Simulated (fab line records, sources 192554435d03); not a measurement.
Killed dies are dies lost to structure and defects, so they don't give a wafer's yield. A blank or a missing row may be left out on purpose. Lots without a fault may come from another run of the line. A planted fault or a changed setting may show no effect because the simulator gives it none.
fab line records | flow n5_finfet
record lots=4 wafers=12 last_day=17
route steps=1938 shown FIN_SAQP@134 FIN_CUT@154 BEOL_M4@1111 PASSIVATION@1936
lots that met no fault: from a run of the same line without faults
start_h: hours from the record's first day to the start of the lot's first wafer shown | wait_h: hours since the lot's step before | " the same as in the row above | L1.1+2: a row that stands for several wafers | - no value, or no start given | * or withheld: withheld | < > ~ a bound
route shown NAME@n: a module of which the file shows steps, and the number in the route of the first | usual: mean/standard deviation of fault-free wafers | same: alike in all rows | chamber/n: place in a boat | sites: the reading at each site | _std_site: their standard deviation | _edge_site: outer sites' mean less inner sites' | radius_mm: how far each site lies from the wafer's centre | mask NAME#n: copy n | behind: the tool/chamber that last shaped the wafer | hold: why the lot was held/for how many hours/how that ended | device: the transistor (n, p or np) that didn't switch | end of line: the same wafers' tests at the end of the route | a step without rows: its recipe alone | killed: dies lost to structure and defects at the first sort, not the wafer's yield | map: a wafer's dies, x killed, . not, _ none there
set.NAME: the setting as run; set.NAME@STEP: as run at that earlier step | model.NAME: the simulator's own value behind a step, which no gauge read
lots at some steps of the route; a table a step, a row a wafer
## steps
# step N5_FIN_SAQP_ETCH_69
# recipe chemistry=N2/H2 target=SOC target_depth_a=1500 stop_on=SiNx ion_energy_ev=100 bias_w=61 pressure_mtorr=30 source_w=850 n2_flow_sccm=200 h2_flow_sccm=200
# step N5_FIN_SAQP_ETCH_67
# recipe chemistry=CH3F/O2 target=SiNx target_depth_a=300 mask_material=SOC pressure_mtorr=30 source_w=395 bias_w=73 Ar_flow_sccm=150 CH3F_flow_sccm=30 O2_flow_sccm=20 ion_energy_ev=120
# step N5_FIN_SAQP_STRIP_70
# recipe chemistry=N2/H2 power_w=500 temp_c=40 pressure_mtorr=50 rf_frequency_hz=6e+07 overash_fraction=0.3 bias_power_w=28 h2_frac=0.5 n2_flow_sccm=300 h2_flow_sccm=300
# step N5_FIN_SAQP_RECESS_71
# recipe chemistry=HF/NH3 target=SiO2 target_depth_a=30 afs_cycles=1 temp_c=30 sublimation_temp_c=180 sublimation_time_s=60
# step N5_FIN_SAQP_SPACER2_ALD_28
# recipe material=SiO2 target_thk_a=81 temp_c=300 ald_precursor_family=BDEAS ald_co_reactant=O2-plasma pulse_time_s=1 purge_time_s=2 co_reactant_purge_time_s=2 pressure_torr=2
# step N5_FIN_SAQP_SPACER2_ETCHBACK_29
# recipe chemistry=CHF3/O2 mode=anisotropic_etchback target=SiO2 target_depth_a=122 time_s=6.1 pressure_mtorr=30 source_w=650 bias_w=170 Ar_flow_sccm=200 CHF3_flow_sccm=50 O2_flow_sccm=5 ion_energy_ev=200
# step N5_FIN_SAQP_MANDREL2_REMOVE_60
# recipe chemistry=HBr/Cl2/O2 bt_time_s=10 target=a-Si stop_on=SiNx endpoint=OES-SiCl over_etch_frac=1 icp_w=600 bias_w=22 HBr_flow_sccm=150 Cl2_flow_sccm=80 O2_flow_sccm=5 pressure_mtorr=10
# step N5_FIN_SAQP_HM_OPEN_33
# recipe chemistry=CH3F/O2 target=SiNx mask_material=SiO2 target_depth_a=494 time_s=70.6 pressure_mtorr=30 source_w=395 bias_w=73 Ar_flow_sccm=150 CH3F_flow_sccm=30 O2_flow_sccm=20 ion_energy_ev=120 ends=cleared
# step N5_FIN_SAQP_ETCH_34
# recipe chemistry=C4F6/O2 target=SiO2 target_depth_a=450 time_s=15 ion_energy_ev=250 pressure_mtorr=30 source_w=345 bias_w=185 Ar_flow_sccm=300 C4F6_flow_sccm=10 O2_flow_sccm=10 ends=cleared
# step N5_FIN_SAQP_STRIP_77
# recipe chemistry=N2/H2 time_s=90 power_w=100 temp_c=40 pressure_mtorr=100 rf_frequency_hz=6e+07 bias_power_w=3 n2_flow_sccm=300 h2_flow_sccm=300
# step N5_FIN_SAQP_ETCH_64
# recipe chemistry=CF4 target=SiO2 target_depth_a=15 ion_energy_ev=350 pressure_mtorr=10 icp_w=800 bias_w=400 cf4_flow_sccm=80
# usual drypump_motor_current_A=5.8/0.6 oes_product_au=1.000/0.017 throttle_valve_pct=21.74/0.19
# columns lot.wafer tool chamber start_h wait_h drypump_motor_current_A oes_product_au rf_hours_counter_h throttle_valve_pct
L227.1 rie_si-06 0 62.67 0.0 6.0 0.978 154 22.04
L227.2 " 1 " " 6.7 0.986 22 21.45
L227.6 " 2 " " 4.6 1.011 - 21.79
L232.1 rie_si-06 3 92.85 0.0 5.9 0.996 152 21.67
L232.2 " 1 " " 6.7 0.978 22 21.45
L232.4 " 2 " " 4.6 1.016 164 21.80
L233.2 rie_si-06 0 98.99 0.0 6.0 0.981 155 22.02
L233.3 " 2 " " 4.6 1.025 164 21.81
L233.4 " 3 " " 6.0 0.996 152 21.66
L242.1 rie_si-05 1 152.53 0.0 6.1 1.002 114 22.02
L242.3 " 2 " " 5.7 0.985 3 21.68
L242.6 " 1 " " 6.1 0.996 - 22.02
# step N5_FIN_SAQP_FIN_ETCH_36
# recipe chemistry=HBr/Cl2/O2 target_depth_a=1200 mask_material=SiNx time_s=50.4 bias_w=102 pressure_mtorr=10 icp_w=800 HBr_flow_sccm=150 Cl2_flow_sccm=80 O2_flow_sccm=12
# step N5_FIN_SAQP_PRECLEAN_38
# recipe chemistry=O3/DIW time_s=45 temp_c=22 o3_ppm=10
# step N5_FIN_SAQP_PRECLEAN_45
# recipe chemistry=dHF time_s=10 dilution=500:1 temp_c=25
# step N5_FIN_SAQP_SRD_39
# recipe dry=ipa_marangoni time_s=30 temp_c=23 rinse_liquid=diw
# step N5_FIN_SAQP_INSPECT_40
# recipe inspect_instrument=brightfield mode=aei
# usual raw_defect_count=223/70
# columns lot.wafer tool chamber start_h wait_h raw_defect_count
L227.1 defect_inspect-02 - 63.05 0.0 172
L227.2 " - " " 234
L227.6 " - " " 175
L232.1 defect_inspect-02 - 93.12 0.0 284
L232.2 " - " " 165
L232.4 " - " " 808
L233.2 defect_inspect-01 - 99.26 0.0 235
L233.3 " - " " 835
L233.4 " - " " 191
L242.1 defect_inspect-01 - 152.80 0.0 178
L242.3 " - " " 152
L242.6 " - " " 156
# step N5_FIN_CUT_COAT_18
# recipe resist=SOC temp_c=250 time_s=60 spin_rpm=1500 resist_thk_nm=230
# step N5_FIN_CUT_COAT_19
# recipe resist=SiARC temp_c=220 time_s=60 spin_rpm=1500 resist_thk_nm=20
# step N5_FIN_CUT_COAT_29
# recipe resist=underlayer temp_c=205 time_s=60 spin_rpm=1500 resist_thk_nm=10
# step N5_FIN_CUT_COAT_02
# recipe resist=CAR-EUV spin_rpm=1500 resist_thk_nm=30
# step N5_FIN_CUT_EBR_04
# recipe solvent=PGMEA ebr_width_mm=1.5
# step N5_FIN_CUT_SOFTBAKE_03
# recipe temp_c=110 time_s=60 resist=CAR-EUV
# step N5_FIN_CUT_EXPOSE_05
# recipe mask_id=FIN_CUT na=0.33 source_shape=annular sigma_inner=0.35 sigma_outer=0.8 polarization=unpolarized dose_mj=45.75
# step N5_FIN_CUT_PEB_06
# recipe peb_temp_c=100 peb_time_s=60 resist=CAR-EUV
# step N5_FIN_CUT_DEVELOP_07
# recipe develop_time_s=30 developer=TMAH resist=CAR-EUV rinse_liquid=surfactant_rinse dry=air_spin dev_temp_c=23
# step N5_FIN_CUT_INSPECT_10
# recipe mode=adi inspect_instrument=brightfield
# usual raw_defect_count=42/11
# columns lot.wafer tool chamber start_h wait_h raw_defect_count
L227.1 defect_inspect-02 - 63.57 0.1 27
L227.2 " - " " 46
L227.6 " - " " 34
L232.1 defect_inspect-02 - 93.51 0.1 42
L232.2 " - " " 30
L232.4 " - " " 641
L233.2 defect_inspect-02 - 99.78 0.0 50
L233.3 " - " " 623
L233.4 " - " " 19
L242.1 defect_inspect-01 - 153.19 0.1 46
L242.3 " - " " 26
L242.6 " - " " 28
# step N5_FIN_CUT_DESCUM_13
# recipe chemistry=O2 time_s=7 source_power_w=50 bias_power_w=20 pressure_mtorr=20 rf_frequency_hz=2.712e+07 temp_c=40 resist=CAR-EUV o2_flow_sccm=225
# step N5_FIN_CUT_ETCH_30
# recipe chemistry=N2/H2 target=underlayer target_depth_a=130 mask_material=CAR-EUV time_s=10.4 ion_energy_ev=200 pressure_mtorr=30 source_w=840 bias_w=150 n2_flow_sccm=200 h2_flow_sccm=200 ends=cleared
# step N5_FIN_CUT_ETCH_20
# recipe chemistry=CF4 target=SiARC target_depth_a=260 mask_material=CAR-EUV time_s=43.3 ion_energy_ev=80 pressure_mtorr=40 source_w=545 bias_w=36 Ar_flow_sccm=100 cf4_flow_sccm=100 ends=cleared
# step N5_FIN_CUT_ETCH_21
# recipe chemistry=N2/H2 target=SOC target_depth_a=2190 overetch_a=438 mask_material=SiARC temp_c=40 ion_energy_ev=100 bias_w=61 time_s=523.5 pressure_mtorr=30 source_w=850 n2_flow_sccm=200 h2_flow_sccm=200
# step N5_FIN_CUT_STRIP_23
# recipe chemistry=N2/H2 temp_c=40 n2_flow_sccm=200 h2_flow_sccm=200 rf_frequency_hz=6e+07
# step N5_FIN_CUT_STRIP_31
# recipe chemistry=N2/H2 temp_c=40 n2_flow_sccm=200 h2_flow_sccm=200 rf_frequency_hz=6e+07
# step N5_FIN_CUT_STRIP_24
# recipe chemistry=CF4 resist=SiARC power_w=300 bias_power_w=75 pressure_mtorr=50 cf4_flow_sccm=150 rf_frequency_hz=6e+07
# step N5_FIN_CUT_CUT_ETCH_26
# recipe chemistry=CH3F/O2 target=SiNx target_depth_a=390 mask_material=SOC time_s=55.7 pressure_mtorr=30 source_w=395 bias_w=73 Ar_flow_sccm=150 CH3F_flow_sccm=30 O2_flow_sccm=20 ion_energy_ev=120
# step N5_FIN_CUT_CUT_ETCH_27
# recipe chemistry=CHF3/O2 target=SiO2 target_depth_a=40 mask_material=SOC overetch_a=20 time_s=4.9 pressure_mtorr=30 source_w=650 bias_w=170 Ar_flow_sccm=200 CHF3_flow_sccm=50 O2_flow_sccm=5 ion_energy_ev=200
# step N5_FIN_CUT_PRECLEAN_35
# recipe time_s=13.3 temp_c=45 pressure_torr=125 p_hf_torr=3 p_coreactant_torr=25 chemistry=vHF
# step N5_FIN_CUT_INSPECT_17
# recipe inspect_instrument=brightfield mode=aei
# usual raw_defect_count=228/69
# columns lot.wafer tool chamber start_h wait_h raw_defect_count
L227.1 defect_inspect-01 - 64.52 0.0 186
L227.2 " - " " 235
L227.6 " - " " 193
L232.1 defect_inspect-01 - 94.50 0.0 292
L232.2 " - " " 164
L232.4 " - " " 832
L233.2 defect_inspect-01 - 101.10 0.0 228
L233.3 " - " " 845
L233.4 " - " " 180
L242.1 defect_inspect-02 - 154.15 0.0 179
L242.3 " - " " 146
L242.6 " - " " 163
# step N5_BEOL_M4_RC_MEAS_101
# usual DIBL_N=36.3/1.4 DIBL_P=36.2/1.5 IOFF_N=0.160/0.021 IOFF_P=0.211/0.027 ION_N=676/7.7 ION_P=463/5.5 SS_N=71.4/0.57 SS_P=73.3/0.58 VT_N=249.3/2.5 VT_P=-250.1/2.6
# columns lot.wafer tool chamber start_h wait_h DIBL_N[mV/V] DIBL_P[mV/V] IOFF_N[nA/um] IOFF_P[nA/um] ION_N[uA/um] ION_P[uA/um] SS_N[mV/dec] SS_P[mV/dec] VT_N[mV] VT_P[mV]
L227.1 prober-01 0 204.77 0.0 37.8 36.9 0.139 0.218 661 465 71.1 73.7 253.0 -249.2
L227.2 " 0 " " 36.9 35.6 0.127 0.201 669 456 71.6 72.7 254.3 -251.7
L227.6 " 0 " " 38.3 36.7 0.145 0.214 666 457 71.7 72.5 251.2 -251.0
L232.1 prober-01 0 238.36 0.0 34.4 35.3 0.138 0.196 680 465 71.0 73.5 252.4 -250.9
L232.2 " 0 " " 34.2 34.8 0.128 0.197 661 463 71.1 73.6 253.6 -248.9
L232.4 " 0 " " 37.1 38.3 0.168 0.245 675 472 72.1 73.8 248.2 -247.1
L233.2 prober-02 0 246.48 0.2 38.0 38.1 0.180 0.211 676 457 72.7 74.4 248.9 -254.4
L233.3 " 0 " " 35.2 35.3 0.134 0.168 681 459 71.3 73.3 253.5 -254.0
L233.4 " 0 " " 37.7 38.0 0.182 0.196 674 452 72.8 74.0 251.3 -253.5
L242.1 prober-01 0 300.62 0.0 35.0 36.0 0.140 0.211 667 465 71.1 72.8 250.3 -250.5
L242.3 " 0 " " 36.2 38.5 0.167 0.231 676 462 71.1 73.8 247.4 -247.8
L242.6 " 0 " " 33.9 35.6 0.123 0.192 664 462 71.1 73.3 253.1 -251.2
# step N5_PASSIVATION_PROBE_49
# usual defect_limited_yield=91.3/1.4 killed_at_M0_to_M3=34/10 killed_at_M4_up=13/4.8 killed_at_contacts=12/6.1 killed_at_front_end=40/11 killed_at_other=3.7/2.8 killed_dies=103/16 killed_open=67/12 killed_short=34/7.4 sort_bin_5_function=5.1/0.95 sort_bin_6_memory=3.2/0.62 sort_n_pass=1077/16 sort_yield_pct=91.3/1.4
# same gross_dies=1180 killed_at_back_side=0 sort_bin_4_leakage[%]=0 sort_bin_8_speed[%]=0
# columns lot.wafer tool chamber start_h wait_h defect_limited_yield[%] killed_at_M0_to_M3 killed_at_M4_up killed_at_contacts killed_at_front_end killed_at_other killed_dies killed_open killed_short sort_bin_5_function[%] sort_bin_6_memory[%] sort_n_pass sort_yield_pct[%]
L232.4 prober-02 - 337.41 0.2 80.6 32 9 9 178 1 229 56 35 12.9 4.0 951 80.6
L233.3 prober-01 - 342.89 0.1 79.9 35 9 16 175 2 237 78 30 12.5 5.1 943 79.9
# killed by level:class
L232.4 FIN_SAQP:unspecified=134 FIN_SAQP:geometric_particle:short=16 BEOL_M2:geometric_particle:open=12 FIN_SAQP:geometric_particle:open=11 MOL_CONTACT_COAG:geometric_particle:open=8 BEOL_M1:geometric_particle:open=5 STARTING-WAFER:geometric_particle:short=5 BEOL_M0_SAQP:geometric_particle:open=4
L233.3 FIN_SAQP:unspecified=129 FIN_SAQP:geometric_particle:open=16 MOL_CONTACT_COAG:geometric_particle:open=15 STI_FIN_REVEAL:geometric_particle:open=8 BEOL_M0_SAQP:geometric_particle:open=8 FIN_SAQP:geometric_particle:short=6 BEOL_M1:geometric_particle:open=5 BEOL_M2:geometric_particle:short=5
# map L232.4 (x killed, . not)
_________________.........x..________________
______________..x......x........_____________
___________...................x..x.__________
__________.........................._________
________.x......x.................x..._______
_______...x...x........................______
______....x....x....x..................._____
_____x..............x..............x.....____
____............x.....x.....x........x....___
___.........x........x..x..................__
___...........x..x..x.........x.x..........__
__x..x...........xx.x...x..........x........_
__x..x........xxxxxxxxx....................._
_....x...x..x.xxxxxxxxxx....x.....x..x.......
_...........xxxxxxxxxxxx..................x..
_.........xxxxxxxxxxxxxxxx.......x.....xx....
_..........xxxxxxxxxxxxx.....................
_..x......xxxxxxxxxxxxxxx.............x......
_..........xxxxxxxxxxxxxx.............x......
_.........x.xxxxxxxxxxxx..............x.x....
_...........xxxxxxxxx..x.....x.........x.....
__.............xxxxxxxxx......x.x..........._
__...........xxx..xxxxx.....x..x....x......._
___.x....x...xxxx..........................__
___.....x...xx...x.x....x..................__
____................................x.....___
_____...........x.x....x...............x.____
______....x......x..........x....x......_____
_______....x.....x.............x.......______
________.............x.x..x......xx..x_______
__________.................x........_________
___________......xx...x....x....xx.__________
______________..........x......x_____________
_________________...x...x....________________
# map L233.3 (x killed, . not)
_________________....x.......________________
______________....x.......x....._____________
___________...x.x...............x..__________
__________.........x............x..._________
________.x.............x.............._______
_______......x..........x............xx______
______.............x...................._____
_____...x...x...x.....x...x.....x.....x..____
____....x.................................___
___....x............x....x.x.x..x..x.......__
___..x............x...................x...x__
__.x.........x.x..x................x.....x.._
__............x.xxx..xx.....x..............._
_x.x.....x.xxxxxxxxxxx.x...x...........x.x...
_..x........xxxxxxxxxxxx.x.............x....x
_.....x.x...xxxxxxxxxxxx.........x........xx.
_..........xxxxxxxxxxxxxxx...........x.......
_..x.....x.x.xxxxxxxxxxxx...........x........
_..x...x..x.xxxxxxxxxxxxx.x..................
_x.....x..x.xxxxxxxxxxxxxxxxx................
_...xxxx....xxxxxxxxxxxx..x......x.......x...
__.........x..xxxxxxxxxxx.x............xx.x._
__..........x.xxx.xxx......................._
___......x......x.x.........x......x.......__
___.....x............................x...x.__
____.xxx.............x........x...........___
_____..............x.....................____
______.................................._____
_______x......................x..x.....______
________......x......x...x............_______
__________.x........................_________
___________......x.......xxx...x...__________
______________...............xx._____________
_________________............________________
## key
first_sign step=N5_FIN_SAQP_INSPECT_40 reading=raw_defect_count direction=up sigmas=8.5 usual=223 struck=822
effect step=N5_FIN_CUT_INSPECT_10 reading=raw_defect_count direction=up sigmas=52 usual=42 struck=632
effect step=N5_FIN_CUT_INSPECT_17 reading=raw_defect_count direction=up sigmas=8.9 usual=228 struck=838
effect step=N5_PASSIVATION_PROBE_49 reading=killed_at_front_end direction=up sigmas=13 usual=40 struck=176
more_kills_born_at N5_FIN_SAQP_ETCH_64@rie_si-06=263
met_at N5_FIN_SAQP_ETCH_64
struck_wafers L232.4,L233.3
onset_between 62.67 92.85
fault kind=chamber_particle_source tool=rie_si-06 chamber=2 onset_h=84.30 steps=N5_FIN_SAQP_ETCH_64 rate_per_visit_cm2=0.93901 end_h=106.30
